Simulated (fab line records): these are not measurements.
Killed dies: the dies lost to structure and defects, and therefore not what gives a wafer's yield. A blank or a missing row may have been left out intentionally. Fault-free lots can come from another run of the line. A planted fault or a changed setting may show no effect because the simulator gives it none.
Split-lot study    flow n5_finfet    7 lots, 21 wafers read, on a route of 1938 steps

## SPLIT DETAILS
At N5_FIN_SAQP_EXPOSE_13 (exposes mask FIN CORE, target cd 35.6 nm), the setting dose_mj was moved away from the recipe's 63.25 on 6 of the 21 wafers read, by -7.4% to +2.4%. All remaining wafers had this setting at the recipe value.

## FROM THE SPLIT TO THE READING: what the file shows between them, 2 steps
- N5_FIN_SAQP_PEB_14: peb time 60 s
- N5_FIN_SAQP_DEVELOP_15: develop time 30 s

## THE READING
cd_nm, in nm, at N5_FIN_SAQP_CD_MEAS_16 (target cd 35.6 nm). Fault-free wafers of this fab line usually give 35.6 nm, standard deviation 0.33 nm.

wafer   tool, chamber at the split  dose_mj as run  against the recipe  cd_nm, nm  against lot-mates on the recipe
L075.1  arfi_scanner-02, 0          63.25           recipe              36.0       -
L075.3  arfi_scanner-02, 0          61.2            -3.2%               36.6       +1.1
L075.6  arfi_scanner-02, 0          63.25           recipe              35.0       -
L077.3  arfi_scanner-03, 0          63.25           recipe              36.0       -
L077.4  arfi_scanner-03, 0          63.25           recipe              35.9       -
L077.6  arfi_scanner-03, 0          63.25           recipe              35.7       -
L082.4  arfi_scanner-03, 0          63.25           recipe              35.8       -
L082.5  arfi_scanner-03, 0          64.76           +2.4%               34.9       -0.9
L082.6  arfi_scanner-03, 0          64.76           +2.4%               35.1       -0.7
L089.2  arfi_scanner-03, 0          63.25           recipe              35.8       -
L089.4  arfi_scanner-03, 0          63.25           recipe              35.1       -
L089.6  arfi_scanner-03, 0          63.25           recipe              35.0       -
L092.2  arfi_scanner-03, 0          63.25           recipe              35.9       -
L092.3  arfi_scanner-03, 0          63.25           recipe              35.6       -
L092.4  arfi_scanner-03, 0          58.55           -7.4%               37.7       +2.0
L096.2  arfi_scanner-01, 0          63.25           recipe              35.0       -
L096.5  arfi_scanner-01, 0          63.25           recipe              36.1       -
L096.6  arfi_scanner-01, 0          60.37           -4.6%               36.8       +1.2
L097.2  arfi_scanner-01, 0          61.73           -2.4%               36.3       +0.5
L097.3  arfi_scanner-01, 0          63.25           recipe              35.8       -
L097.6  arfi_scanner-01, 0          63.25           recipe              35.7       -

FIT RESULTS
A straight line over all 21 wafers: cd_nm changes by -0.274 nm for each +1% of dose_mj; r = -0.87; the points scatter about the line by 0.34 nm.
The same after taking each lot's own level away (the mean of its wafers on the recipe; 21 wafers): -0.281 nm for each +1%; r = -0.90; scatter 0.3 nm.
That fit puts the effect of the largest move of dose_mj on the reading at 2.1 nm.
From 35.30 to 35.87 nm: that is the span of the lots' own levels, equal to 1.7 times the standard deviation above.
The two slopes are in agreement: the lot-to-lot level therefore moves the slope only a little.
Check: with one of the wafers moved furthest among these (-7.4%) left out of the fit, the line predicts +2.21 nm for it against its lot-mates. Against them it came out at +1.95 nm.

## OTHER SPLITS ON THESE WAFERS
Other splits were also applied to these wafers ahead of the reading. Each is held against what the fit with the lots' levels taken away leaves over:
other split on the same wafers  wafers away from the commonest value  r with cd_nm (lot level and that fit taken away)
N5_WELL_APT_COAT_02 spin_rpm    7                                     -0.24
N5_WELL_APT_PEB_06 peb_time_s   7                                     +0.15
N5_FIN_SAQP_PECVD_06 time_s     10                                    -0.01

## FILE'S OWN FIT
cd_nm changes by -0.281 nm for each +1% of dose_mj, r = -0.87.
